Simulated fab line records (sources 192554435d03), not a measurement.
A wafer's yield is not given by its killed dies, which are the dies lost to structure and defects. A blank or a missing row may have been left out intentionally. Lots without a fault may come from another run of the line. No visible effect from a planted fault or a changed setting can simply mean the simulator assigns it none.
fab line records	flow n5_finfet
[record] lots = 24	wafers = 72	last_day = 18
route steps=1938 shown BEOL_M8@1334 BEOL_M9@1415
lots that met no fault: from a run of the same line without faults
start_h: hours from the record's first day to the start of the lot's first wafer shown	wait_h: hours elapsed since this lot's preceding step	" unchanged from the row above	L1.1+2: several wafers, shown together as one row	- either no value or no given start	* or withheld: withheld	< > ~ a bound
route shown NAME@n: a module of which the file shows steps, and the number in the route of the first	usual: the fault-free wafers' mean and standard deviation	same: alike in all rows	chamber/n: place in a boat	sites: readings site by site	_std_site: their standard deviation	_edge_site: mean of outer sites minus mean of inner sites	radius_mm: for every site, how far away it sits from the centre of the wafer	mask NAME#n: copy n	behind: the tool/chamber that last shaped the wafer	hold: why the lot went on hold/how many hours it stayed there/how the hold came to an end	device: names the non-switching transistor (n, p or np)	end of line: the same wafers' tests at the end of the route	a step without rows: its recipe alone	killed: at the first sort, the dies lost to defects and structure; wafer yield is something else	map: a wafer's dies, marking killed ones x, the rest . and places with no die _
set.NAME: the run value of the setting; set.NAME@STEP: its run value at that earlier step	model.NAME: the simulator's own value behind a step, which no gauge read
route steps across a sampled set of lots; one table per step, one row per wafer
services: a tool's chamber out of use, with start hour (start_h, from the record's first day; less than 0 if before it), hours out, and reason
[[steps]]
[step N5_BEOL_M8_THK_MEAS_01]
[recipe] reads = SiCOH_lowk_of_BEOL_M8_ILD_DEP_00
[usual] M8_ILD_THK = 155.1/2.3
lot.wafer	tool	chamber	start_h	wait_h	M8_ILD_THK[nm]
L075.2	film_metro-02	-	214.78	0.4	157.7
L075.3	"	-	"	"	150.1
L075.5	"	-	"	"	160.3
L074.2	film_metro-02	-	215.71	0.4	152.7
L074.5	"	-	"	"	155.0
L074.6	"	-	"	"	157.5
L076.1	film_metro-02	-	231.83	0.4	152.7
L076.2	"	-	"	"	150.9
L076.5	"	-	"	"	154.5
L077.1	film_metro-01	-	233.69	0.4	152.1
L077.2	"	-	"	"	153.0
L077.5	"	-	"	"	152.2
L078.1	film_metro-01	-	236.09	0.4	152.4
L078.4	"	-	"	"	150.2
L078.6	"	-	"	"	155.5
L081.2	film_metro-01	-	249.87	0.7	152.7
L081.5	"	-	"	"	157.1
L081.6	"	-	"	"	155.4
L082.1	film_metro-02	-	259.88	0.4	156.3
L082.5	"	-	"	"	158.0
L082.6	"	-	"	"	158.5
L080.1	film_metro-02	-	263.25	0.4	155.4
L080.3	"	-	"	"	155.5
L080.4	"	-	"	"	156.2
L079.2	film_metro-02	-	264.03	0.4	157.2
L079.3	"	-	"	"	155.0
L079.4	"	-	"	"	155.7
L084.1	film_metro-02	-	265.91	0.4	155.7
L084.3	"	-	"	"	154.2
L084.6	"	-	"	"	157.0
L083.1	film_metro-02	-	274.21	0.8	153.3
L083.3	"	-	"	"	154.3
L083.4	"	-	"	"	157.1
L086.3	film_metro-01	-	280.41	0.3	152.6
L086.4	"	-	"	"	155.7
L086.5	"	-	"	"	154.9
L085.1	film_metro-01	-	281.70	0.4	155.9
L085.3	"	-	"	"	155.9
L085.6	"	-	"	"	159.1
L090.2	film_metro-01	-	296.46	0.4	153.3
L090.4	"	-	"	"	154.0
L090.6	"	-	"	"	157.1
L087.1	film_metro-02	-	297.13	0.4	156.8
L087.4	"	-	"	"	153.5
L087.5	"	-	"	"	154.9
L088.1	film_metro-02	-	304.11	0.8	152.7
L088.3	"	-	"	"	153.4
L088.6	"	-	"	"	155.6
L089.1	film_metro-02	-	307.69	0.4	154.6
L089.3	"	-	"	"	153.2
L089.5	"	-	"	"	158.4
L092.4	film_metro-02	-	313.63	0.2	156.2
L092.5	"	-	"	"	157.6
L092.6	"	-	"	"	159.3
L091.1	film_metro-01	-	316.95	0.4	155.2
L091.5	"	-	"	"	155.7
L091.6	"	-	"	"	157.5
L093.2	film_metro-02	-	317.27	0.4	152.7
L093.4	"	-	"	"	155.0
L093.5	"	-	"	"	152.0
L094.2	film_metro-01	-	335.32	0.7	154.5
L094.4	"	-	"	"	156.1
L094.6	"	-	"	"	157.4
L095.1	film_metro-01	-	344.31	0.4	155.2
L095.4	"	-	"	"	155.8
L095.5	"	-	"	"	156.7
L097.4	film_metro-01	-	347.79	0.2	155.7
L097.5	"	-	"	"	159.4
L097.6	"	-	"	"	158.8
L096.2	film_metro-02	-	348.76	0.4	151.0
L096.4	"	-	"	"	156.4
L096.6	"	-	"	"	153.8
[step N5_BEOL_M8_ETCH_62]
[recipe] chemistry = N2/H2	target = SOC	target_depth_a = 1100	overetch_a = 220	mask_material = SiARC	temp_c = 40	time_s = 165	ion_energy_ev = 200	pressure_mtorr = 30	source_w = 840	bias_w = 150	n2_flow_sccm = 200	h2_flow_sccm = 200
[usual] drypump_motor_current_A = 5.9/0.6	n2_flow_sccm = 200.0/0.56	oes_product_au = 0.67/0.077	rf_vpp_V = 524.8/2.9	showerhead_plenum_p_Torr = 2.57/0.096	throttle_valve_pct = 17.77/0.23
lot.wafer	tool	chamber	start_h	wait_h	drypump_motor_current_A	n2_flow_sccm	oes_product_au	rf_hours_counter_h	rf_vpp_V	showerhead_plenum_p_Torr	throttle_valve_pct
L075.2	rie_diel-05	3	217.26	0.0	6.2	199.8	0.59	248	520.0	2.39	17.83
L075.3	"	1	"	"	6.5	201.2	0.60	217	522.7	2.53	17.57
L075.5	"	3	"	"	6.2	199.4	0.59	-	520.7	2.39	17.83
L074.2	rie_diel-01	3	217.63	0.0	5.1	200.5	0.70	65	522.2	2.48	17.50
L074.5	"	2	"	"	4.9	200.7	0.60	-	519.8	2.42	17.95
L074.6	"	3	"	"	5.1	201.7	0.70	-	521.5	2.48	17.51
L076.1	rie_diel-02	1	234.50	0.0	6.5	200.1	0.75	41	527.9	2.70	17.48
L076.2	"	3	"	"	6.0	200.9	0.73	52	529.2	2.68	17.71
L076.5	"	1	"	"	6.5	200.4	0.75	-	528.7	2.70	17.47
L077.1	rie_diel-01	0	235.03	0.0	6.8	198.9	0.62	188	523.6	2.51	17.80
L077.2	"	2	"	"	4.9	200.3	0.59	212	520.3	2.42	17.97
L077.5	"	0	"	"	6.8	199.9	0.62	-	520.9	2.51	17.80
L078.1	rie_diel-02	2	240.02	0.0	5.7	200.2	0.67	107	523.7	2.57	18.02
L078.4	"	1	"	"	6.5	198.7	0.75	42	528.1	2.70	17.49
L078.6	"	1	"	"	6.5	198.9	0.75	-	528.6	2.70	17.48
L081.2	rie_diel-05	1	250.74	0.1	6.5	200.2	0.59	232	522.4	2.52	17.60
L081.5	"	1	"	"	6.5	200.1	0.59	-	522.8	2.52	17.60
L081.6	"	0	"	"	5.6	199.6	0.82	-	525.6	2.58	17.68
L082.1	rie_diel-05	0	260.98	0.0	5.6	199.9	0.80	15	526.4	2.58	17.69
L082.5	"	1	"	"	6.5	200.4	0.58	-	523.9	2.52	17.59
L082.6	"	3	"	"	6.2	199.7	0.82	-	527.8	2.71	17.48
L080.1	rie_diel-01	3	264.33	0.0	5.1	199.3	0.69	82	521.9	2.47	17.54
L080.3	"	0	"	"	6.8	200.9	0.61	199	523.1	2.51	17.85
L080.4	"	2	"	"	4.9	199.9	0.59	219	520.0	2.42	17.97
L079.2	rie_diel-01	2	266.82	0.0	4.9	200.1	0.59	220	520.8	2.42	17.98
L079.3	"	3	"	"	5.1	199.7	0.68	83	522.3	2.47	17.53
L079.4	"	0	"	"	6.8	199.4	0.62	199	523.6	2.51	17.84
L084.1	rie_diel-02	1	267.51	0.0	6.5	199.7	0.73	50	529.2	2.69	17.48
L084.3	"	0	"	"	6.2	198.9	0.59	234	524.4	2.61	17.57
L084.6	"	1	"	"	6.5	200.5	0.73	-	528.6	2.70	17.50
L083.1	rie_diel-05	1	277.71	0.0	6.5	199.2	0.58	242	521.6	2.51	17.62
L083.3	"	3	"	"	6.2	199.5	0.80	10	528.2	2.70	17.48
L083.4	"	0	"	"	5.6	199.8	0.79	21	525.3	2.58	17.68
L086.3	rie_diel-02	1	281.68	0.0	6.6	200.1	0.73	55	528.3	2.69	17.52
L086.4	"	3	"	"	6.0	200.3	0.73	66	527.3	2.68	17.74
L086.5	"	1	"	"	6.6	200.3	0.73	-	529.1	2.69	17.52
L085.1	rie_diel-01	2	284.34	0.0	4.9	199.0	0.59	225	520.5	2.41	17.97
L085.3	"	3	"	"	5.1	200.4	0.68	88	522.2	2.47	17.55
L085.6	"	0	"	"	6.8	199.9	0.60	-	522.2	2.51	17.83
L090.2	rie_diel-01	1	297.90	0.0	6.1	200.8	0.65	136	527.5	2.66	17.98
L090.4	"	3	"	"	5.1	199.3	0.67	92	520.3	2.47	17.55
L090.6	"	1	"	"	6.2	200.1	0.66	-	526.9	2.66	17.98
L087.1	rie_diel-01	2	298.15	0.0	4.9	200.2	0.57	230	520.7	2.41	17.99
L087.4	"	1	"	"	6.1	200.0	0.65	136	526.9	2.66	17.99
L087.5	"	2	"	"	4.9	200.2	0.58	-	520.0	2.41	17.99
L088.1	rie_diel-05	0	305.16	0.0	5.6	200.5	0.78	33	525.8	2.58	17.73
L088.3	"	2	"	"	5.6	199.8	0.59	232	525.0	2.61	18.17
L088.6	"	0	"	"	5.6	200.4	0.77	-	524.3	2.58	17.74
L089.1	rie_diel-02	3	308.55	0.0	6.0	200.2	0.72	76	527.9	2.67	17.77
L089.3	"	1	"	"	6.5	201.3	0.72	64	529.1	2.69	17.52
L089.5	"	3	"	"	6.0	200.6	0.71	-	525.4	2.67	17.77
L092.4	rie_diel-02	1	316.86	0.1	6.5	199.0	0.72	-	528.0	2.69	17.54
L092.5	"	3	"	"	6.0	200.6	0.71	-	528.2	2.67	17.76
L092.6	"	2	"	"	5.7	199.1	0.65	-	524.0	2.56	18.07
L091.1	rie_diel-05	0	317.72	0.0	5.6	199.3	0.76	40	525.2	2.57	17.74
L091.5	"	0	"	"	5.7	199.6	0.76	-	526.7	2.57	17.73
L091.6	"	2	"	"	5.6	200.2	0.58	-	526.5	2.61	18.17
L093.2	rie_diel-05	1	320.50	0.0	6.5	200.2	0.81	0	522.4	2.51	17.15
L093.4	"	3	"	"	6.2	199.5	0.76	29	528.0	2.70	17.52
L093.5	"	1	"	"	6.5	200.9	0.82	-	522.1	2.51	17.17
L094.2	rie_diel-01	1	336.09	0.0	6.1	200.3	0.65	151	526.0	2.66	18.00
L094.4	"	2	"	"	4.9	199.8	0.58	245	520.7	2.41	18.02
L094.6	"	1	"	"	6.2	199.5	0.65	-	527.5	2.66	18.01
L095.1	rie_diel-05	3	346.74	0.0	6.2	199.6	0.75	39	529.0	2.69	17.55
L095.4	"	0	"	"	5.6	201.0	0.75	50	525.9	2.57	17.75
L095.5	"	0	"	"	5.6	200.0	0.75	-	524.2	2.57	17.75
L097.4	rie_diel-01	2	350.40	0.1	4.9	199.9	0.57	-	519.9	2.40	18.03
L097.5	"	0	"	"	6.8	199.9	0.59	-	522.1	2.50	17.88
L097.6	"	1	"	"	6.2	200.6	0.64	-	528.0	2.65	18.03
L096.2	rie_diel-01	2	350.59	0.0	4.9	200.0	0.58	253	520.2	2.40	18.01
L096.4	"	1	"	"	6.1	199.5	0.65	-	526.6	2.65	18.02
L096.6	"	2	"	"	4.9	200.7	0.57	-	521.0	2.40	18.02
[step N5_BEOL_M8_STRIP_67]
[recipe] chemistry = CF4	resist = SiARC	power_w = 300	bias_power_w = 75	pressure_mtorr = 50	cf4_flow_sccm = 150	rf_frequency_hz = 6e+07
[usual] drypump_motor_current_A = 5.9/0.6	oes_product_au = 0.79/0.091	rf_vpp_V = 271.5/1.7	showerhead_plenum_p_Torr = 1.82/0.067	throttle_valve_pct = 13.53/0.21
lot.wafer	tool	chamber	start_h	wait_h	drypump_motor_current_A	oes_product_au	rf_hours_counter_h	rf_vpp_V	showerhead_plenum_p_Torr	throttle_valve_pct
L075.2	rie_diel-05	3	217.40	0.0	6.2	0.70	248	269.3	1.70	13.67
L075.3	"	1	"	"	6.5	0.71	217	268.7	1.77	13.37
L075.5	"	3	"	"	6.2	0.70	-	268.8	1.70	13.67
L074.2	rie_diel-01	3	217.77	0.0	5.1	0.83	65	269.8	1.76	13.32
L074.5	"	2	"	"	4.9	0.70	-	270.5	1.71	13.64
L074.6	"	3	"	"	5.1	0.83	-	269.7	1.75	13.34
L076.1	rie_diel-02	1	234.65	0.0	6.5	0.88	41	272.4	1.91	13.26
L076.2	"	3	"	"	5.9	0.88	52	273.0	1.91	13.60
L076.5	"	1	"	"	6.5	0.88	-	272.7	1.91	13.27
L077.1	rie_diel-01	0	235.17	0.0	6.8	0.73	188	270.6	1.79	13.73
L077.2	"	2	"	"	4.9	0.70	212	269.2	1.71	13.64
L077.5	"	0	"	"	6.8	0.73	-	270.3	1.79	13.73
L078.1	rie_diel-02	2	240.16	0.0	5.7	0.78	107	271.9	1.80	13.54
L078.4	"	1	"	"	6.5	0.88	42	272.1	1.91	13.29
L078.6	"	1	"	"	6.5	0.89	-	274.3	1.91	13.28
L081.2	rie_diel-05	1	250.96	0.0	6.5	0.69	232	268.3	1.76	13.43
L081.5	"	1	"	"	6.5	0.70	-	270.0	1.76	13.40
L081.6	"	0	"	"	5.6	0.96	-	272.7	1.84	13.45
L082.1	rie_diel-05	0	261.12	0.0	5.6	0.95	15	271.9	1.84	13.47
L082.5	"	1	"	"	6.5	0.69	-	271.6	1.76	13.44
L082.6	"	3	"	"	6.2	0.96	-	273.4	1.91	13.15
L080.1	rie_diel-01	3	264.48	0.0	5.1	0.81	82	270.7	1.75	13.38
L080.3	"	0	"	"	6.8	0.72	199	271.9	1.78	13.74
L080.4	"	2	"	"	4.9	0.70	219	270.5	1.70	13.68
L079.2	rie_diel-01	2	266.96	0.0	4.9	0.69	220	269.4	1.70	13.67
L079.3	"	3	"	"	5.1	0.81	83	269.5	1.75	13.39
L079.4	"	0	"	"	6.8	0.72	199	271.1	1.78	13.77
L084.1	rie_diel-02	1	267.65	0.0	6.5	0.87	50	271.8	1.91	13.30
L084.3	"	0	"	"	6.2	0.69	234	271.2	1.85	13.53
L084.6	"	1	"	"	6.5	0.86	-	273.8	1.91	13.30
L083.1	rie_diel-05	1	277.86	0.0	6.5	0.69	242	270.5	1.76	13.43
L083.3	"	3	"	"	6.2	0.95	10	274.6	1.91	13.16
L083.4	"	0	"	"	5.6	0.93	21	273.9	1.84	13.46
L086.3	rie_diel-02	1	281.83	0.0	6.5	0.86	55	273.5	1.90	13.30
L086.4	"	3	"	"	6.0	0.85	66	271.0	1.90	13.64
L086.5	"	1	"	"	6.5	0.86	-	273.6	1.90	13.29
L085.1	rie_diel-01	2	284.49	0.0	4.9	0.69	226	267.7	1.70	13.69
L085.3	"	3	"	"	5.1	0.80	88	270.4	1.75	13.38
L085.6	"	0	"	"	6.8	0.72	-	269.5	1.78	13.78
L090.2	rie_diel-01	1	298.04	0.0	6.2	0.77	136	272.3	1.86	13.59
L090.4	"	3	"	"	5.1	0.80	92	267.5	1.75	13.41
L090.6	"	1	"	"	6.2	0.77	-	271.9	1.87	13.58
L087.1	rie_diel-01	2	298.30	0.0	4.9	0.68	230	268.5	1.70	13.69
L087.4	"	1	"	"	6.1	0.78	136	273.3	1.86	13.57
L087.5	"	2	"	"	4.9	0.69	-	269.6	1.70	13.67
L088.1	rie_diel-05	0	305.31	0.0	5.6	0.91	33	271.3	1.83	13.50
L088.3	"	2	"	"	5.6	0.69	232	273.7	1.83	13.87
L088.6	"	0	"	"	5.6	0.91	-	273.6	1.83	13.50
L089.1	rie_diel-02	3	308.70	0.0	6.0	0.83	76	272.2	1.90	13.68
L089.3	"	1	"	"	6.5	0.85	64	274.3	1.90	13.33
L089.5	"	3	"	"	6.0	0.85	-	274.2	1.90	13.67
L092.4	rie_diel-02	1	316.95	0.0	6.5	0.84	-	273.0	1.90	13.34
L092.5	"	3	"	"	5.9	0.84	-	272.5	1.90	13.66
L092.6	"	2	"	"	5.6	0.76	-	273.3	1.79	13.59
L091.1	rie_diel-05	0	317.87	0.0	5.6	0.90	40	272.4	1.83	13.52
L091.5	"	0	"	"	5.6	0.90	-	273.4	1.83	13.50
L091.6	"	2	"	"	5.6	0.69	-	271.4	1.83	13.87
L093.2	rie_diel-05	1	320.65	0.0	6.5	0.97	1	270.4	1.76	12.86
L093.4	"	3	"	"	6.2	0.89	29	273.6	1.90	13.22
L093.5	"	1	"	"	6.5	0.96	-	270.3	1.76	12.86
L094.2	rie_diel-01	1	336.24	0.0	6.1	0.76	151	272.2	1.86	13.61
L094.4	"	2	"	"	4.9	0.68	245	268.0	1.70	13.72
L094.6	"	1	"	"	6.1	0.76	-	272.8	1.86	13.62
L095.1	rie_diel-05	3	346.89	0.0	6.2	0.88	39	272.4	1.90	13.24
L095.4	"	0	"	"	5.6	0.88	50	271.9	1.83	13.53
L095.5	"	0	"	"	5.6	0.89	-	272.9	1.83	13.54
L097.4	rie_diel-01	2	350.49	0.0	4.9	0.68	-	268.5	1.70	13.76
L097.5	"	0	"	"	6.8	0.69	-	270.7	1.77	13.83
L097.6	"	1	"	"	6.2	0.76	-	273.6	1.86	13.63
L096.2	rie_diel-01	2	350.74	0.0	4.9	0.68	253	268.7	1.70	13.74
L096.4	"	1	"	"	6.1	0.76	-	271.2	1.86	13.64
L096.6	"	2	"	"	4.9	0.68	-	269.1	1.70	13.73
[step N5_BEOL_M8_ALD_77]
[recipe] material = TaN	target_thk_a = 20	temp_c = 275	ald_precursor_family = PDMAT	ald_co_reactant = NH3	pressure_torr = 3	carrier_flow_sccm = 1500	pulse_time_s = 2	purge_time_s = 3	co_reactant_purge_time_s = 2	co_reactant_pulse_time_s = 3	ald_cycles = 40	precursor_vessel_temp_c = 75	precursor_vessel_pressure_torr = 26.25	precursor_vessel_carrier_sccm = 1000
[usual] heater_power_w = 417/45	susceptor_temp_C = 275.01/0.18
lot.wafer	tool	chamber	start_h	wait_h	heater_power_w	susceptor_temp_C
L075.2	ald_metal-04	0	221.17	0.0	413	274.92
L075.3	"	1	"	"	341	275.06
L075.5	"	0	"	"	406	275.03
L074.2	ald_metal-02	0	221.62	0.1	361	274.76
L074.5	"	1	"	"	424	274.93
L074.6	"	2	"	"	489	275.10
L076.1	ald_metal-01	3	239.96	0.0	436	274.99
L076.2	"	2	"	"	465	274.94
L076.5	"	0	"	"	365	274.94
L077.1	ald_metal-02	0	240.15	0.2	360	274.97
L077.2	"	2	"	"	487	275.12
L077.5	"	0	"	"	362	275.00
L078.1	ald_metal-01	0	244.76	0.1	366	275.30
L078.4	"	3	"	"	436	275.11
L078.6	"	2	"	"	460	275.25
L081.2	ald_metal-02	3	253.29	0.1	471	275.02
L081.5	"	3	"	"	462	275.14
L081.6	"	2	"	"	490	274.96
L082.1	ald_metal-04	2	264.21	0.0	406	275.12
L082.5	"	1	"	"	340	274.79
L082.6	"	0	"	"	418	274.73
L080.1	ald_metal-04	1	267.45	0.0	339	274.95
L080.3	"	3	"	"	457	275.02
L080.4	"	2	"	"	392	274.81
L079.2	ald_metal-01	0	268.81	0.0	382	275.21
L079.3	"	1	"	"	389	275.32
L079.4	"	3	"	"	429	275.03
L084.1	ald_metal-01	1	271.24	0.0	396	274.67
L084.3	"	3	"	"	436	275.02
L084.6	"	1	"	"	386	275.01
L083.1	ald_metal-01	2	280.79	0.1	473	275.44
L083.3	"	1	"	"	386	274.87
L083.4	"	0	"	"	377	274.86
L086.3	ald_metal-02	1	284.41	0.0	435	275.00
L086.4	"	1	"	"	438	275.10
L086.5	"	0	"	"	361	274.82
L085.1	ald_metal-01	1	287.89	0.0	387	274.72
L085.3	"	2	"	"	482	275.10
L085.6	"	0	"	"	371	274.72
L090.2	ald_metal-01	1	301.11	0.1	395	275.03
L090.4	"	0	"	"	376	275.15
L090.6	"	3	"	"	445	275.07
L087.1	ald_metal-04	1	301.92	0.0	354	275.29
L087.4	"	2	"	"	396	274.80
L087.5	"	2	"	"	405	274.84
L088.1	ald_metal-01	3	307.04	0.0	440	275.00
L088.3	"	0	"	"	374	275.25
L088.6	"	2	"	"	470	274.92
L089.1	ald_metal-02	2	312.42	0.0	486	274.95
L089.3	"	0	"	"	352	275.04
L089.5	"	1	"	"	424	274.90
L092.4	ald_metal-01	0	320.57	0.1	369	274.69
L092.5	"	0	"	"	380	274.76
L092.6	"	3	"	"	442	275.22
L091.1	ald_metal-04	3	320.86	0.2	460	275.02
L091.5	"	2	"	"	389	274.93
L091.6	"	3	"	"	465	274.99
L093.2	ald_metal-02	0	324.88	0.0	354	275.07
L093.4	"	2	"	"	483	274.96
L093.5	"	0	"	"	363	275.17
L094.2	ald_metal-04	0	340.19	0.1	414	275.29
L094.4	"	1	"	"	339	275.07
L094.6	"	3	"	"	469	275.31
L095.1	ald_metal-04	2	350.45	0.1	409	275.03
L095.4	"	0	"	"	420	274.75
L095.5	"	2	"	"	401	275.09
L097.4	ald_metal-02	0	354.56	0.2	360	275.10
L097.5	"	2	"	"	483	275.29
L097.6	"	1	"	"	424	274.93
L096.2	ald_metal-02	2	354.75	0.1	483	275.37
L096.4	"	1	"	"	434	275.04
L096.6	"	0	"	"	376	275.10
[step N5_BEOL_M8_SPUTTER_48]
[recipe] material = Cu	target_thk_a = 100	temp_c = -20	bias_v = 60	power_w = 26000	chamber_pressure_pa = 0.13	time_s = 1.667
[usual] chuck_gas_flow_sccm = 1.26/0.056	susceptor_temp_C = -19.99/0.1	throttle_valve_pct = 30.0/1.1
lot.wafer	tool	chamber	start_h	wait_h	chuck_gas_flow_sccm	susceptor_temp_C	throttle_valve_pct
L075.2	pvd_sputter-01	-	221.67	0.1	1.27	-20.09	29.5
L075.3	"	-	"	"	1.32	-20.21	29.8
L075.5	"	-	"	"	1.19	-20.03	31.1
L074.2	pvd_sputter-02	-	222.18	0.1	1.32	-19.87	29.8
L074.5	"	-	"	"	1.15	-19.99	30.0
L074.6	"	-	"	"	1.19	-19.90	31.6
L076.1	pvd_sputter-02	-	240.67	0.1	1.23	-20.18	31.6
L076.2	"	-	"	"	1.35	-19.89	29.8
L076.5	"	-	"	"	1.26	-19.94	29.3
L077.1	pvd_sputter-02	-	243.11	2.2	1.31	-20.12	30.2
L077.2	"	-	"	"	1.15	-20.05	28.1
L077.5	"	-	"	"	1.22	-20.01	31.5
L078.1	pvd_sputter-03	-	245.27	0.1	1.34	-19.88	29.6
L078.4	"	-	"	"	1.24	-19.92	29.3
L078.6	"	-	"	"	1.20	-19.93	30.6
L081.2	pvd_sputter-02	-	253.87	0.1	1.23	-19.96	28.1
L081.5	"	-	"	"	1.24	-19.93	28.0
L081.6	"	-	"	"	1.33	-19.94	30.1
L082.1	pvd_sputter-02	-	266.27	0.1	1.19	-19.92	28.2
L082.5	"	-	"	"	1.29	-20.07	29.5
L082.6	"	-	"	"	1.26	-20.05	28.0
L080.1	pvd_sputter-03	-	268.13	0.1	1.29	-19.96	30.5
L080.3	"	-	"	"	1.33	-19.92	29.7
L080.4	"	-	"	"	1.20	-19.91	29.0
L079.2	pvd_sputter-03	-	269.31	0.1	1.24	-19.91	30.6
L079.3	"	-	"	"	1.26	-20.09	29.1
L079.4	"	-	"	"	1.18	-20.06	31.8
L084.1	pvd_sputter-01	-	271.88	0.2	1.30	-20.10	29.3
L084.3	"	-	"	"	1.27	-19.87	30.0
L084.6	"	-	"	"	1.38	-19.94	29.6
L083.1	pvd_sputter-01	-	281.37	0.1	1.17	-19.97	31.1
L083.3	"	-	"	"	1.35	-20.02	29.8
L083.4	"	-	"	"	1.38	-19.96	29.9
L086.3	pvd_sputter-03	-	284.99	0.1	1.23	-20.00	30.0
L086.4	"	-	"	"	1.25	-19.99	30.7
L086.5	"	-	"	"	1.28	-19.96	31.6
L085.1	pvd_sputter-03	-	288.59	0.2	1.14	-20.00	29.9
L085.3	"	-	"	"	1.21	-19.94	30.9
L085.6	"	-	"	"	1.27	-20.20	29.4
L090.2	pvd_sputter-02	-	301.64	0.1	1.28	-20.04	28.1
L090.4	"	-	"	"	1.14	-19.91	31.5
L090.6	"	-	"	"	1.28	-19.88	29.6
L087.1	pvd_sputter-02	-	302.58	0.2	1.31	-19.83	29.5
L087.4	"	-	"	"	1.28	-19.99	28.2
L087.5	"	-	"	"	1.26	-20.06	29.9
L088.1	pvd_sputter-01	-	307.80	0.2	1.31	-19.95	30.0
L088.3	"	-	"	"	1.34	-19.95	30.8
L088.6	"	-	"	"	1.43	-19.88	30.7
L089.1	pvd_sputter-02	-	313.11	0.2	1.14	-19.88	29.4
L089.3	"	-	"	"	1.32	-20.04	28.1
L089.5	"	-	"	"	1.26	-20.13	27.9
L092.4	pvd_sputter-01	-	321.33	0.2	1.34	-19.88	29.5
L092.5	"	-	"	"	1.21	-19.94	29.6
L092.6	"	-	"	"	1.32	-20.21	30.5
L091.1	pvd_sputter-02	-	321.78	0.1	1.25	-19.88	31.7
L091.5	"	-	"	"	1.25	-19.90	31.5
L091.6	"	-	"	"	1.27	-20.00	29.6
L093.2	pvd_sputter-02	-	325.50	0.1	1.20	-20.24	28.0
L093.4	"	-	"	"	1.26	-20.02	27.9
L093.5	"	-	"	"	1.28	-19.96	29.6
L094.2	pvd_sputter-01	-	340.81	0.1	1.33	-19.88	30.5
L094.4	"	-	"	"	1.32	-20.02	30.2
L094.6	"	-	"	"	1.23	-19.86	31.1
L095.1	pvd_sputter-02	-	352.66	1.8	1.31	-19.98	30.0
L095.4	"	-	"	"	1.22	-19.82	29.4
L095.5	"	-	"	"	1.39	-19.92	29.8
L097.4	pvd_sputter-02	-	355.13	0.2	1.20	-19.97	28.0
L097.5	"	-	"	"	1.29	-19.98	29.9
L097.6	"	-	"	"	1.33	-20.11	31.7
L096.2	pvd_sputter-01	-	355.37	0.1	1.29	-20.08	29.8
L096.4	"	-	"	"	1.25	-20.05	29.9
L096.6	"	-	"	"	1.29	-20.14	29.8
[step N5_BEOL_M9_OVL_MEAS_12]
[recipe] points_per_wafer = 44
[usual] M9_OVL = -0.1/0.74
lot.wafer	tool	chamber	start_h	wait_h	M9_OVL[nm]
L075.2	overlay-02	0	224.98	0.0	0.0
L075.3	"	0	"	"	0.4
L075.5	"	0	"	"	0.2
L074.2	overlay-02	0	225.20	0.0	0.7
L074.5	"	0	"	"	0.2
L074.6	"	0	"	"	1.9
L076.1	overlay-01	0	244.27	0.0	-1.0
L076.2	"	0	"	"	0.4
L076.5	"	0	"	"	0.5
L077.1	overlay-01	0	245.61	0.0	-0.4
L077.2	"	0	"	"	-0.9
L077.5	"	0	"	"	0.4
L078.1	overlay-02	0	250.28	0.0	-1.0
L078.4	"	0	"	"	-1.4
L078.6	"	0	"	"	-2.4
L081.2	overlay-01	0	257.23	0.0	0.2
L081.5	"	0	"	"	-0.3
L081.6	"	0	"	"	-0.6
L082.1	overlay-02	0	269.01	0.0	-0.1
L082.5	"	0	"	"	-0.9
L082.6	"	0	"	"	0.0
L080.1	overlay-01	0	271.89	0.0	-0.2
L080.3	"	0	"	"	-0.3
L080.4	"	0	"	"	0.6
L079.2	overlay-02	0	272.60	0.0	1.2
L079.3	"	0	"	"	0.3
L079.4	"	0	"	"	0.9
L084.1	overlay-01	0	276.69	0.0	1.0
L084.3	"	0	"	"	1.2
L084.6	"	0	"	"	-0.5
L083.1	overlay-01	0	284.59	0.0	-0.6
L083.3	"	0	"	"	-0.1
L083.4	"	0	"	"	-0.3
L086.3	overlay-02	0	288.15	0.0	0.5
L086.4	"	0	"	"	0.5
L086.5	"	0	"	"	0.6
L085.1	overlay-02	0	293.76	0.0	-0.2
L085.3	"	0	"	"	-1.4
L085.6	"	0	"	"	0.1
L090.2	overlay-01	0	304.46	0.0	-0.9
L090.4	"	0	"	"	-0.3
L090.6	"	0	"	"	-1.0
L087.1	overlay-02	0	306.82	0.0	-0.6
L087.4	"	0	"	"	-0.5
L087.5	"	0	"	"	-0.4
L088.1	overlay-02	0	312.25	0.0	0.2
L088.3	"	0	"	"	0.1
L088.6	"	0	"	"	0.0
L089.1	overlay-02	0	316.77	0.0	-1.1
L089.3	"	0	"	"	-1.4
L089.5	"	0	"	"	-0.9
L092.4	overlay-02	0	325.79	0.0	0.3
L092.5	"	0	"	"	-1.2
L092.6	"	0	"	"	-0.2
L091.1	overlay-01	0	326.36	0.0	0.7
L091.5	"	0	"	"	0.4
L091.6	"	0	"	"	0.3
L093.2	overlay-01	0	330.72	0.0	0.1
L093.4	"	0	"	"	-0.5
L093.5	"	0	"	"	-0.4
L094.2	overlay-02	0	343.61	0.0	-0.8
L094.4	"	0	"	"	-0.6
L094.6	"	0	"	"	-0.7
L095.1	overlay-01	0	355.29	0.0	0.5
L095.4	"	0	"	"	0.3
L095.5	"	0	"	"	0.5
L097.4	overlay-01	0	359.78	0.0	1.1
L097.5	"	0	"	"	0.0
L097.6	"	0	"	"	0.6
L096.2	overlay-02	0	360.76	0.0	-0.5
L096.4	"	0	"	"	-0.3
L096.6	"	0	"	"	-0.1
[[services]]
tool	chamber	start_h	hours	kind
rie_diel-01	1	200.33	1.6	repair
rie_diel-05	0	203.00	-	clean
rie_diel-05	0	203.00	-	consumable_replace:focus_ring
rie_diel-05	0	203.00	22.6	scheduled_down
rie_diel-05	0	203.00	22.6	vent_cycle
rie_diel-05	3	226.02	-	clean
rie_diel-05	3	226.02	-	consumable_replace:focus_ring
rie_diel-05	3	226.02	-	consumable_replace:showerhead
rie_diel-05	3	226.02	24.8	scheduled_down
rie_diel-05	3	226.02	24.8	vent_cycle
rie_diel-05	2	248.35	14.3	repair
rie_diel-01	2	252.54	8.2	repair
ald_metal-01	-	254.52	0.5	repair
rie_diel-05	1	297.02	-	clean
ald_metal-04	1	303.24	2.4	repair
pvd_sputter-02	-	305.59	2.2	repair
rie_diel-02	2	306.72	4.8	repair
rie_diel-02	3	317.48	4.5	repair
pvd_sputter-01	-	326.95	3.2	repair
rie_diel-02	3	329.20	11.3	repair
ald_metal-02	-	330.33	1.2	repair
rie_diel-02	2	332.84	7.0	repair
ald_metal-02	1	335.24	11.9	repair
ald_metal-01	-	337.25	14.0	pm
[[key]]
fault none
